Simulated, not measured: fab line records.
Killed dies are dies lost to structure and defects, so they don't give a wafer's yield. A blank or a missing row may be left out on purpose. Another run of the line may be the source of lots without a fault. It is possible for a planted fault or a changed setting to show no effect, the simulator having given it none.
fab line records -- flow nand-harc -- part 2 of 2: steps 4 to 6 of 6
[record] lots = 23, wafers = 69, last-day = 33
route steps=1302 shown P_STI@88 P_GATE@148 P_CONTACT@232
lots that met no fault: from a run of the same line without faults
start-h: the number of hours between the record's first day and the start of the first shown wafer of the lot -- wait-h: hours elapsed since this lot's preceding step -- " identical to the entry in the row above -- L1.1+2: a single row standing in for several wafers -- - either no value or no given start -- * or withheld: withheld -- < > ~ a bound
route shown NAME@n: names a module that has steps shown in the file, with the first one's number in the route -- usual: average and standard deviation across the fault-free wafers -- same: alike in all rows -- chamber/n: place in a boat -- sites: readings site by site -- _std_site: the standard deviation of these -- _edge_site: inner sites' mean taken away from outer sites' mean -- radius-mm: for every site, how far away it sits from the centre of the wafer -- mask NAME#n: copy n -- behind: tool/chamber where the wafer was last shaped -- hold: reason for holding the lot/hours on hold/outcome of the hold -- device: which transistor (n, p or np) failed to switch -- end of line: the same wafers' tests at the end of the route -- where a step has no rows: the recipe by itself -- killed: the dies lost at the first sort to structure and to defects; this is not the yield of the wafer -- map: the dies of a wafer, with x for killed, . for not killed, _ for no die there
set.NAME: the setting as run; set.NAME@STEP: as run at that earlier step -- model.NAME: the simulator's own value behind a step, which no gauge read
steps of the route over a sample of lots; a table a step, a row a wafer
services: a tool's chamber out of use, with start hour (start-h, from the record's first day; less than 0 if before it), hours out, and reason
[[steps]]
[step NHARC_P_GATE_DESCUM_93]
[recipe] time-s = 3, o2-flow-sccm = 200, ar-flow-sccm = 0, bias-power-w = 0, chemistry = O2
[usual] drypump-motor-current-A = 5.3/0.46, o2-flow-sccm = 200.0/0.63, oes-product-au = 0.997/0.0091, rf-vpp-V = 58.0/0.93, showerhead-plenum-p-Torr = 1.92/0.094, throttle-valve-pct = 11.310/0.0095
lot.wafer,tool,chamber,start-h,wait-h,drypump-motor-current-A,o2-flow-sccm,oes-product-au,rf-hours-counter-h,rf-vpp-V,showerhead-plenum-p-Torr,throttle-valve-pct
L074.2,rie-diel-13,3,111.10,-,5.5,200.3,0.988,5.5,59.0,2.03,11.289
L074.1,rie-diel-13,0,111.10,-,5.7,200.3,1.003,5.3,58.7,1.89,11.316
L074.5,rie-diel-13,1,111.10,-,4.7,201.3,0.994,-,56.0,1.80,11.311
L075.2,rie-diel-03,2,125.00,-,5.1,200.0,1.014,7.1,59.7,2.05,11.329
L075.3,rie-diel-03,3,125.00,-,4.9,200.2,0.988,8.3,57.0,1.94,11.310
L075.5,rie-diel-03,2,125.00,-,5.1,200.1,1.011,-,57.9,2.05,11.312
L076.3,rie-diel-13,2,135.18,-,4.9,200.7,1.009,6.4,56.2,1.96,11.303
L076.5,rie-diel-13,3,135.18,-,5.5,199.1,0.980,-,58.9,2.03,11.302
L076.6,rie-diel-13,0,135.18,-,5.8,200.0,1.004,-,58.2,1.89,11.322
L077.3,rie-diel-03,3,144.52,-,4.9,199.1,0.989,0.1,57.5,1.95,11.294
L077.4,rie-diel-03,1,144.52,-,5.1,199.1,1.003,0.1,58.1,1.87,11.303
L077.5,rie-diel-03,3,144.52,-,4.9,199.6,0.998,-,58.3,1.94,11.304
L079.1,rie-diel-03,2,162.82,-,5.1,200.4,1.008,2.9,60.1,2.05,11.318
L079.4,rie-diel-03,1,162.82,-,5.1,200.2,1.003,-,58.2,1.87,11.319
L079.6,rie-diel-03,2,162.82,-,5.1,201.3,1.004,-,58.7,2.05,11.319
L078.2,rie-diel-06,0,163.14,-,5.6,199.9,1.009,1.9,58.6,1.96,11.312
L078.3,rie-diel-06,3,163.14,-,6.5,200.2,1.011,3.0,57.1,1.79,11.306
L078.5,rie-diel-06,1,163.14,-,5.5,200.9,1.000,-,57.1,1.78,11.301
L080.4,rie-diel-03,1,180.56,-,5.1,199.9,1.002,2.9,57.9,1.87,11.315
L080.2,rie-diel-03,2,180.56,-,5.2,199.6,0.998,3.3,59.0,2.05,11.297
L080.6,rie-diel-03,0,180.56,-,5.1,199.7,0.988,-,58.2,2.02,11.309
L081.2,rie-diel-03,3,186.32,-,4.9,199.2,1.003,2.8,58.7,1.94,11.310
L081.1,rie-diel-03,1,186.32,-,5.1,199.3,1.004,3.5,57.5,1.87,11.325
L081.3,rie-diel-03,2,186.32,-,5.1,200.9,0.990,4.3,57.6,2.05,11.312
L082.1,rie-diel-13,2,193.12,-,4.9,199.8,1.001,0,57.9,1.96,11.305
L082.3,rie-diel-13,0,193.12,-,5.7,199.8,1.003,1.1,56.5,1.89,11.297
L082.6,rie-diel-13,1,193.12,-,4.7,199.7,0.996,-,57.9,1.79,11.306
L083.3,rie-diel-06,3,203.17,-,6.6,200.3,1.010,4.7,57.3,1.79,11.300
L083.4,rie-diel-06,0,203.17,-,5.6,200.7,0.999,4.0,57.5,1.96,11.312
L083.5,rie-diel-06,0,203.17,-,5.6,200.3,1.005,-,58.7,1.96,11.313
L084.2,rie-diel-03,1,221.09,-,5.1,200.5,1.007,5.5,58.1,1.87,11.319
L084.6,rie-diel-03,3,221.09,-,4.9,199.4,0.991,-,58.4,1.94,11.311
L084.5,rie-diel-03,0,221.09,-,5.1,200.5,1.003,-,58.9,2.02,11.309
L085.1,rie-diel-06,3,226.52,-,6.6,200.0,1.007,5.1,56.6,1.79,11.314
L085.3,rie-diel-06,0,226.52,-,5.6,199.8,1.008,5.2,58.3,1.96,11.322
L085.6,rie-diel-06,2,226.52,-,5.2,199.8,0.993,-,57.5,1.83,11.297
L087.4,rie-diel-03,3,237.63,-,5.0,199.6,0.987,5.1,58.6,1.94,11.295
L087.5,rie-diel-03,1,237.63,-,5.1,200.1,0.982,-,58.4,1.87,11.308
L087.6,rie-diel-03,2,237.63,-,5.1,200.3,0.993,-,57.5,2.04,11.310
L089.3,rie-diel-13,1,257.31,-,4.7,201.1,0.994,4.3,57.7,1.79,11.307
L089.2,rie-diel-13,2,257.31,-,4.9,199.4,1.005,1.3,58.7,1.96,11.305
L089.1,rie-diel-13,3,257.31,-,5.5,200.1,0.983,3.8,58.0,2.03,11.303
L088.2,rie-diel-06,3,257.78,-,6.5,200.3,1.007,8.0,57.4,1.79,11.302
L088.5,rie-diel-06,3,257.78,-,6.5,199.6,0.991,-,58.1,1.79,11.314
L088.6,rie-diel-06,0,257.78,-,5.6,200.2,1.001,-,58.7,1.96,11.317
L090.4,rie-diel-13,1,273.12,-,4.7,200.1,0.998,5.5,56.3,1.79,11.308
L090.1,rie-diel-13,2,273.12,-,4.9,200.0,1.000,2.4,58.8,1.95,11.323
L090.5,rie-diel-13,1,273.12,-,4.7,200.6,0.989,-,56.6,1.79,11.296
L091.4,rie-diel-06,0,278.10,-,5.6,199.7,0.989,9.1,59.0,1.96,11.318
L091.2,rie-diel-06,2,278.10,-,5.3,200.9,0.976,8.7,59.6,1.83,11.283
L091.5,rie-diel-06,0,278.10,-,5.6,200.1,0.988,-,58.7,1.96,11.308
L092.1,rie-diel-03,2,298.50,-,5.2,199.5,1.005,8.7,58.3,2.04,11.309
L092.5,rie-diel-03,3,298.50,-,5.0,200.1,0.999,-,56.8,1.94,11.320
L092.6,rie-diel-03,0,298.50,-,5.1,200.5,0.994,-,58.4,2.02,11.318
L093.2,rie-diel-13,3,299.22,-,5.5,199.6,0.978,5.0,59.9,2.03,11.303
L093.1,rie-diel-13,1,299.22,-,4.7,200.7,0.987,5.9,57.4,1.79,11.306
L093.5,rie-diel-13,3,299.22,-,5.5,199.3,0.987,-,57.8,2.03,11.299
L094.2,rie-diel-03,0,312.96,-,5.2,199.4,0.993,0,59.3,2.02,11.322
L094.1,rie-diel-03,2,312.96,-,5.2,199.4,1.011,0,58.6,2.04,11.325
L094.5,rie-diel-03,0,312.96,-,5.2,199.9,0.995,-,58.3,2.02,11.303
L095.2,rie-diel-06,1,325.89,-,5.5,201.4,0.990,0.1,57.7,1.78,11.323
L095.1,rie-diel-06,2,325.89,-,5.2,199.6,0.987,0.1,58.4,1.83,11.308
L095.5,rie-diel-06,1,325.89,-,5.5,200.8,0.991,-,58.1,1.78,11.330
L096.3,rie-diel-13,1,334.90,-,4.7,199.5,0.993,9.7,57.0,1.79,11.314
L096.6,rie-diel-13,0,334.90,-,5.7,199.8,1.010,-,56.9,1.88,11.323
L096.5,rie-diel-13,1,334.90,-,4.7,199.4,0.997,-,56.8,1.79,11.310
L097.3,rie-diel-06,3,343.03,-,6.6,200.6,0.989,0.6,56.6,1.79,11.304
L097.1,rie-diel-06,0,343.03,-,5.6,199.3,0.997,1.1,58.3,1.96,11.311
L097.6,rie-diel-06,3,343.03,-,6.6,200.5,0.996,-,57.1,1.79,11.311
[step NHARC_P_GATE_RTA_64]
[recipe] temp-c = 1050, time-s = 1
[usual] lamp-power-pct = 31.5/0.35, lamp_zone_3_pct = 31.5/0.35, wafer_temp_C_max = 1058.2/1.3
lot.wafer,tool,chamber,start-h,wait-h,lamp-power-pct,lamp_zone_3_pct,wafer_temp_C_max
L074.1,rtp-anneal-02,0,112.72,-,31.1,31.0,1059.8
L074.2,rtp-anneal-02,0,112.72,-,31.1,31.1,1057.0
L074.5,rtp-anneal-02,0,112.72,-,31.1,31.2,1058.1
L075.2,rtp-anneal-02,0,126.67,-,31.1,31.1,1056.2
L075.3,rtp-anneal-02,0,126.67,-,31.1,31.1,1058.4
L075.5,rtp-anneal-02,0,126.67,-,31.1,31.1,1057.6
L076.3,rtp-anneal-02,0,136.96,-,31.1,31.0,1059.0
L076.5,rtp-anneal-02,0,136.96,-,31.1,31.0,1057.7
L076.6,rtp-anneal-02,0,136.96,-,31.1,31.1,1060.7
L077.3,rtp-anneal-01,0,146.21,-,31.8,31.8,1056.8
L077.4,rtp-anneal-01,0,146.21,-,31.8,31.8,1057.7
L077.5,rtp-anneal-01,0,146.21,-,31.8,31.8,1059.4
L079.1,rtp-anneal-02,0,164.47,-,31.0,31.1,1058.0
L079.4,rtp-anneal-02,0,164.47,-,31.1,31.1,1057.4
L079.6,rtp-anneal-02,0,164.47,-,31.1,31.1,1060.2
L078.2,rtp-anneal-01,0,164.82,-,31.7,31.8,1058.4
L078.3,rtp-anneal-01,0,164.82,-,31.8,31.8,1060.3
L078.5,rtp-anneal-01,0,164.82,-,31.8,31.7,1058.1
L080.2,rtp-anneal-01,0,182.21,-,31.8,31.8,1057.0
L080.4,rtp-anneal-01,0,182.21,-,31.8,31.8,1056.4
L080.6,rtp-anneal-01,0,182.21,-,31.8,31.8,1059.3
L081.1,rtp-anneal-01,0,187.96,-,31.8,31.8,1061.6
L081.2,rtp-anneal-01,0,187.96,-,31.8,31.8,1056.6
L081.3,rtp-anneal-01,0,187.96,-,31.7,31.8,1057.6
L082.1,rtp-anneal-02,0,194.84,-,31.1,31.1,1057.1
L082.3,rtp-anneal-02,0,194.84,-,31.0,31.1,1059.8
L082.6,rtp-anneal-02,0,194.84,-,31.1,31.1,1057.4
L083.3,rtp-anneal-01,0,205.04,-,31.8,31.8,1056.8
L083.4,rtp-anneal-01,0,205.04,-,31.9,31.8,1059.2
L083.5,rtp-anneal-01,0,205.04,-,31.8,31.8,1059.5
L084.2,rtp-anneal-01,0,222.75,-,31.8,31.8,1057.8
L084.5,rtp-anneal-01,0,222.75,-,31.8,31.9,1060.3
L084.6,rtp-anneal-01,0,222.75,-,31.8,31.8,1059.5
L085.1,rtp-anneal-01,0,228.16,-,31.8,31.8,1058.3
L085.3,rtp-anneal-01,0,228.16,-,31.8,31.8,1058.8
L085.6,rtp-anneal-01,0,228.16,-,31.8,31.8,1059.8
L087.4,rtp-anneal-01,0,239.34,-,31.8,31.8,1059.0
L087.5,rtp-anneal-01,0,239.34,-,31.8,31.8,1056.7
L087.6,rtp-anneal-01,0,239.34,-,31.8,31.8,1058.2
L089.1,rtp-anneal-02,0,259.20,-,31.1,31.0,1058.0
L089.2,rtp-anneal-02,0,259.20,-,31.1,31.1,1057.2
L089.3,rtp-anneal-02,0,259.20,-,31.1,31.1,1058.0
L088.2,rtp-anneal-01,0,259.46,-,31.8,31.8,1056.7
L088.5,rtp-anneal-01,0,259.46,-,31.8,31.8,1058.3
L088.6,rtp-anneal-01,0,259.46,-,31.7,31.8,1059.0
L090.1,rtp-anneal-02,0,274.77,-,31.1,31.0,1058.7
L090.4,rtp-anneal-02,0,274.77,-,31.1,31.1,1056.1
L090.5,rtp-anneal-02,0,274.77,-,31.1,31.1,1055.4
L091.2,rtp-anneal-02,0,279.76,-,31.1,31.1,1057.9
L091.4,rtp-anneal-02,0,279.76,-,31.1,31.1,1057.5
L091.5,rtp-anneal-02,0,279.76,-,31.1,31.1,1059.5
L092.1,rtp-anneal-02,0,300.10,-,31.1,31.1,1057.1
L092.5,rtp-anneal-02,0,300.10,-,31.1,31.1,1056.8
L092.6,rtp-anneal-02,0,300.10,-,31.2,31.1,1059.1
L093.1,rtp-anneal-01,0,300.87,-,31.8,31.8,1059.6
L093.2,rtp-anneal-01,0,300.87,-,31.8,31.8,1056.2
L093.5,rtp-anneal-01,0,300.87,-,31.8,31.8,1056.5
L094.1,rtp-anneal-01,0,314.66,-,31.8,31.8,1056.5
L094.2,rtp-anneal-01,0,314.66,-,31.8,31.7,1056.6
L094.5,rtp-anneal-01,0,314.66,-,31.8,31.8,1058.5
L095.1,rtp-anneal-01,0,327.60,-,31.8,31.8,1060.8
L095.2,rtp-anneal-01,0,327.60,-,31.8,31.8,1059.6
L095.5,rtp-anneal-01,0,327.60,-,31.8,31.8,1057.9
L096.3,rtp-anneal-01,0,336.58,-,31.9,31.8,1059.0
L096.5,rtp-anneal-01,0,336.58,-,31.8,31.8,1055.6
L096.6,rtp-anneal-01,0,336.58,-,31.8,31.8,1058.0
L097.1,rtp-anneal-02,0,344.69,-,31.1,31.1,1060.4
L097.3,rtp-anneal-02,0,344.69,-,31.1,31.1,1056.5
L097.6,rtp-anneal-02,0,344.69,-,31.2,31.1,1058.3
[step NHARC_P_CONTACT_CD_MEAS_12]
[recipe] target-cd-nm = 90, landing-energy-ev = 500
[usual] cd-nm = 90.2/0.66
lot.wafer,tool,chamber,start-h,wait-h,cd-nm
L074.1,cd-sem-01,0,115.74,-,90.2
L074.2,cd-sem-01,0,115.74,-,90.6
L074.5,cd-sem-01,0,115.74,-,90.4
L075.2,cd-sem-02,0,129.63,-,91.3
L075.3,cd-sem-02,0,129.63,-,89.2
L075.5,cd-sem-02,0,129.63,-,90.7
L076.3,cd-sem-03,0,141.55,-,90.4
L076.5,cd-sem-03,0,141.55,-,90.6
L076.6,cd-sem-03,0,141.55,-,90.9
L077.3,cd-sem-03,0,149.03,-,89.8
L077.4,cd-sem-03,0,149.03,-,90.0
L077.5,cd-sem-03,0,149.03,-,90.5
L079.1,cd-sem-03,0,167.33,-,89.2
L079.4,cd-sem-03,0,167.33,-,88.8
L079.6,cd-sem-03,0,167.33,-,89.4
L078.2,cd-sem-03,0,167.65,-,90.3
L078.3,cd-sem-03,0,167.65,-,90.6
L078.5,cd-sem-03,0,167.65,-,89.3
L080.2,cd-sem-02,0,185.05,-,90.6
L080.4,cd-sem-02,0,185.05,-,89.8
L080.6,cd-sem-02,0,185.05,-,89.0
L081.1,cd-sem-03,0,190.86,-,90.2
L081.2,cd-sem-03,0,190.86,-,89.4
L081.3,cd-sem-03,0,190.86,-,89.5
L082.1,cd-sem-02,0,197.61,-,90.5
L082.3,cd-sem-02,0,197.61,-,89.8
L082.6,cd-sem-02,0,197.61,-,89.4
L083.3,cd-sem-01,0,207.73,-,89.9
L083.4,cd-sem-01,0,207.73,-,90.7
L083.5,cd-sem-01,0,207.73,-,90.3
L084.2,cd-sem-01,0,225.71,-,89.5
L084.5,cd-sem-01,0,225.71,-,89.9
L084.6,cd-sem-01,0,225.71,-,90.1
L085.1,cd-sem-01,0,231.07,-,91.1
L085.3,cd-sem-01,0,231.07,-,90.8
L085.6,cd-sem-01,0,231.07,-,90.5
L087.4,cd-sem-02,0,242.13,-,91.3
L087.5,cd-sem-02,0,242.13,-,90.7
L087.6,cd-sem-02,0,242.13,-,90.7
L089.1,cd-sem-03,0,262.06,-,90.2
L089.2,cd-sem-03,0,262.06,-,90.9
L089.3,cd-sem-03,0,262.06,-,91.5
L088.2,cd-sem-02,0,262.29,-,89.9
L088.5,cd-sem-02,0,262.29,-,89.7
L088.6,cd-sem-02,0,262.29,-,89.2
L090.1,cd-sem-03,0,277.85,-,90.7
L090.4,cd-sem-03,0,277.85,-,90.5
L090.5,cd-sem-03,0,277.85,-,90.4
L091.2,cd-sem-03,0,282.60,-,89.4
L091.4,cd-sem-03,0,282.60,-,89.6
L091.5,cd-sem-03,0,282.60,-,90.6
L092.1,cd-sem-01,0,302.96,-,89.3
L092.5,cd-sem-01,0,302.96,-,89.4
L092.6,cd-sem-01,0,302.96,-,89.9
L093.1,cd-sem-03,0,303.62,-,90.1
L093.2,cd-sem-03,0,303.62,-,89.3
L093.5,cd-sem-03,0,303.62,-,90.7
L094.1,cd-sem-02,0,317.59,-,92.1
L094.2,cd-sem-02,0,317.59,-,91.6
L094.5,cd-sem-02,0,317.59,-,91.2
L095.1,cd-sem-02,0,330.53,-,90.7
L095.2,cd-sem-02,0,330.53,-,89.9
L095.5,cd-sem-02,0,330.53,-,89.7
L096.3,cd-sem-03,0,339.68,-,90.0
L096.5,cd-sem-03,0,339.68,-,89.8
L096.6,cd-sem-03,0,339.68,-,89.5
L097.1,cd-sem-03,0,347.61,-,89.4
L097.3,cd-sem-03,0,347.61,-,90.2
L097.6,cd-sem-03,0,347.61,-,90.9
[[services]]
tool,chamber,start-h,hours,kind
rie-diel-13,2,25.71,12.3,repair
rie-diel-13,-,30.83,0.2,repair
rie-diel-06,1,34.67,7.6,repair
rie-diel-03,2,62.15,4.8,repair
rie-diel-03,1,66.42,2.1,repair
rie-diel-06,2,96.11,7.1,repair
rie-diel-03,-,126.35,9.0,pm
rie-diel-06,-,130.20,9.0,pm
rie-diel-03,3,153.56,9.8,repair
rie-diel-06,0,158.18,2.5,repair
rie-diel-13,-,165.00,9.0,pm
rie-diel-06,2,173.26,16.1,repair
rie-diel-13,0,175.52,3.4,repair
rie-diel-06,0,181.63,3.9,repair
rie-diel-03,3,201.22,13.0,repair
rie-diel-06,3,213.73,5.2,repair
rie-diel-13,2,225.09,21.4,repair
rie-diel-03,2,273.95,14.5,repair
rie-diel-03,-,303.35,9.0,pm
rie-diel-06,-,307.20,9.0,pm
rie-diel-06,3,320.80,13.6,repair
rie-diel-03,0,333.59,37.4,repair
rie-diel-13,-,342.00,9.0,pm
rie-diel-06,2,342.10,8.0,repair
